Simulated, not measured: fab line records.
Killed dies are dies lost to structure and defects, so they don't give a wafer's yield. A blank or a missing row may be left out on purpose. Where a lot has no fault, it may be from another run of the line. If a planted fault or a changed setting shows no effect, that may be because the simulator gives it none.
Chamber matching	flow n5 finfet	rie diel-03 running N5_HKMG_FIN_ETCH_67: 4 sister chambers
The step etches SOC in N2/H2, stops on TiN, target depth 388.9 nm. 24 wafers are shown with their chamber, then 12 later ones without.

## WAFERS, EACH WITH ITS CHAMBER
wafer	chamber	showerhead plenum p Torr (Torr)	throttle valve pct (%)	rf vpp V (V)
L074.3	2	2.41	18.03	238.7
L074.4	3	2.59	17.98	240.3
L074.5	2	2.41	18.04	240.2
L075.3	2	2.41	18.02	238.8
L075.4	1	2.61	17.64	242.3
L075.6	0	2.45	17.88	238.4
L076.1	2	2.41	18.03	237.3
L076.2	1	2.61	17.65	242.0
L076.5	1	2.61	17.65	242.2
L078.1	0	2.45	17.90	239.1
L078.4	2	2.41	18.04	239.0
L078.5	2	2.41	18.05	237.7
L085.1	3	2.58	18.04	240.4
L085.2	1	2.60	17.24	241.8
L085.3	2	2.40	18.07	238.9
L085.4	0	2.44	17.93	238.8
L085.5	2	2.40	18.09	239.9
L085.6	1	2.60	17.25	240.9
L087.3	0	2.44	17.94	240.1
L087.4	0	2.44	17.94	240.4
L087.5	3	2.57	18.04	243.2
L090.1	1	2.59	17.29	241.6
L090.2	3	2.57	18.03	239.6
L090.3	0	2.44	17.96	240.3

SIGNATURES (averages over the wafers above)
reading	chamber 0	chamber 1	chamber 2	chamber 3	scatter within a chamber
showerhead plenum p Torr	2.4433	2.6033	2.4075	2.5775	0.00668
throttle valve pct	17.9250	17.4533	18.0463	18.0225	0.109
rf vpp V	239.517	241.800	238.812	240.875	0.981
Rule: distance of a wafer from a chamber = root of the sum over the readings of ((wafer's reading minus chamber's mean) / reading's scatter) squared. If the next closest chamber is less than 2 further off than the closest, the wafer can't be placed; otherwise it belongs to the closest. How the scatter is found: for the shown wafers, subtract from each reading the mean of its chamber, square and add these, divide the total by (wafers less chambers), then take the root.

## WAFERS WHOSE CHAMBER IS MISSING
wafer	showerhead plenum p Torr (Torr)	throttle valve pct (%)	rf vpp V (V)
L090.4	2.44	17.95	239.6
L090.5	2.59	17.28	241.1
L090.6	2.57	18.04	239.0
L091.1	2.44	17.96	239.0
L091.4	2.57	18.04	241.6
L091.5	2.59	17.29	242.9
L094.1	2.59	17.29	241.3
L094.2	2.57	18.06	241.5
L094.4	2.43	17.97	238.4
L097.2	2.56	18.07	241.2
L097.3	2.59	17.31	241.5
L097.6	2.59	17.31	241.6

## CHAMBER TAKEN BY EACH
wafer	from the rows above	in truth
L090.4	0	0
L090.5	1	1
L090.6	3	3
L091.1	0	0
L091.4	3	3
L091.5	1	1
L094.1	1	1
L094.2	3	3
L094.4	can't be placed: 0 or 2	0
L097.2	3	3
L097.3	1	1
L097.6	1	1
Correct placement for 11 of the 12. These rows do not allow placing 1 (true chamber among the candidates in 1). Wrongly placed: 0.
